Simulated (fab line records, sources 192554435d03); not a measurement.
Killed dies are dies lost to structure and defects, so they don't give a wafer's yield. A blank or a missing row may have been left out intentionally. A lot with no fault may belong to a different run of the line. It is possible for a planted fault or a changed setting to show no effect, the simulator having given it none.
Chamber matching / flow n5 finfet / 4 sister chambers for N5_STI_FIN_REVEAL_ETCH_34 on rie si-01
The step etches Si in H2, material Si, target depth 0.97 nm. 4 wafers are shown with their chamber, then 11 later ones without.

## EACH WAFER AND ITS CHAMBER
wafer=L082.1; chamber=0; throttle valve pct (%)=25.96
wafer=L083.1; chamber=2; throttle valve pct (%)=25.66
wafer=L083.4; chamber=3; throttle valve pct (%)=25.91
wafer=L084.1; chamber=1; throttle valve pct (%)=26.10

## WAFERS WHOSE CHAMBER IS MISSING
wafer=L084.2; throttle valve pct (%)=25.97
wafer=L084.6; throttle valve pct (%)=26.11
wafer=L089.2; throttle valve pct (%)=25.68
wafer=L089.3; throttle valve pct (%)=25.92
wafer=L089.4; throttle valve pct (%)=26.12
wafer=L090.1; throttle valve pct (%)=26.12
wafer=L090.4; throttle valve pct (%)=25.92
wafer=L090.5; throttle valve pct (%)=25.69
wafer=L094.1; throttle valve pct (%)=25.91
wafer=L094.2; throttle valve pct (%)=25.98
wafer=L094.5; throttle valve pct (%)=26.12

## THE CHAMBER EACH PASSED THROUGH
wafer=L084.2; from the rows above=0; in truth=0
wafer=L084.6; from the rows above=1; in truth=1
wafer=L089.2; from the rows above=2; in truth=2
wafer=L089.3; from the rows above=can't be placed: 3 or 0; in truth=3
wafer=L089.4; from the rows above=1; in truth=1
wafer=L090.1; from the rows above=1; in truth=1
wafer=L090.4; from the rows above=can't be placed: 3 or 0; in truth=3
wafer=L090.5; from the rows above=2; in truth=2
wafer=L094.1; from the rows above=3; in truth=3
wafer=L094.2; from the rows above=0; in truth=0
wafer=L094.5; from the rows above=1; in truth=1
9 of 11 placed correctly. Unplaceable from these rows: 2, with the true chamber sitting among the candidates in 2. 0 placed wrongly.
How it was worked out, from the rows above alone: a wafer's distance from a chamber is the root of the sum, over the readings, of the square of ((its reading less the chamber's mean) divided by the reading's scatter). The wafer belongs to the nearest chamber; if the next one is less than 2 further off, it can't be placed. For every chamber, the mean is computed from those of its wafers that are shown. The scatter (one wafer shown for each chamber): square how far every hidden wafer sits from the nearest shown wafer, average those squares and take the square root.
